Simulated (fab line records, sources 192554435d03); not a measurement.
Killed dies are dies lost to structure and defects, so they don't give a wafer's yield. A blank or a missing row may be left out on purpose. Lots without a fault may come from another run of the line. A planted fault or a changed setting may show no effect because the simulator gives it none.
Chamber matching | flow n5_finfet | N5_BEOL_M5_PRE_CLEAN_77 on cvd_co-02: 3 sister chambers
The step time 15 s. 6 wafers are shown with their chamber, then 12 later ones without.

WAFERS WITH THEIR CHAMBER
wafer  | chamber | heater_power_w (W) | rf_fwd_power_W (W)
L087.4 | 1       | 98                 | 295.0
L088.4 | 1       | 100                | 295.5
L088.5 | 2       | 65                 | 293.7
L089.2 | 2       | 65                 | 293.8
L089.3 | 0       | 111                | 296.4
L089.5 | 0       | 119                | 296.1

WAFERS WITHOUT THEIR CHAMBER
wafer  | heater_power_w (W) | rf_fwd_power_W (W)
L091.1 | 101                | 296.2
L091.2 | 65                 | 294.5
L091.3 | 114                | 295.3
L092.1 | 100                | 294.4
L092.2 | 113                | 296.2
L092.3 | 65                 | 294.1
L097.2 | 65                 | 295.3
L097.4 | 110                | 293.7
L097.5 | 101                | 295.6
L095.2 | 104                | 294.6
L095.3 | 104                | 293.3
L095.4 | 67                 | 297.0

WHICH CHAMBER EACH WENT THROUGH
wafer  | from the rows above     | in truth
L091.1 | can't be placed: 1 or 0 | 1
L091.2 | 2                       | 2
L091.3 | can't be placed: 0 or 1 | 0
L092.1 | 1                       | 1
L092.2 | 0                       | 0
L092.3 | 2                       | 2
L097.2 | 2                       | 2
L097.4 | 1                       | 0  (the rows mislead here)
L097.5 | 1                       | 1
L095.2 | 1                       | 1
L095.3 | 1                       | 1
L095.4 | can't be placed: 1 or 2 | 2
Placed correctly: 8 of 12. Can't be placed from these rows: 3 (the true chamber is among the candidates in 3). Placed wrongly: 1.
How it was worked out, from the rows above alone: a wafer's distance from a chamber is the root of the sum, over the readings, of the square of ((its reading less the chamber's mean) divided by the reading's scatter). The wafer belongs to the nearest chamber; if the next one is less than 2 further off, it can't be placed. A chamber's mean is the mean of its shown wafers. The scatter: the root of (the sum of the squares of (reading less its chamber's mean) over the shown wafers, divided by (wafers less chambers)).
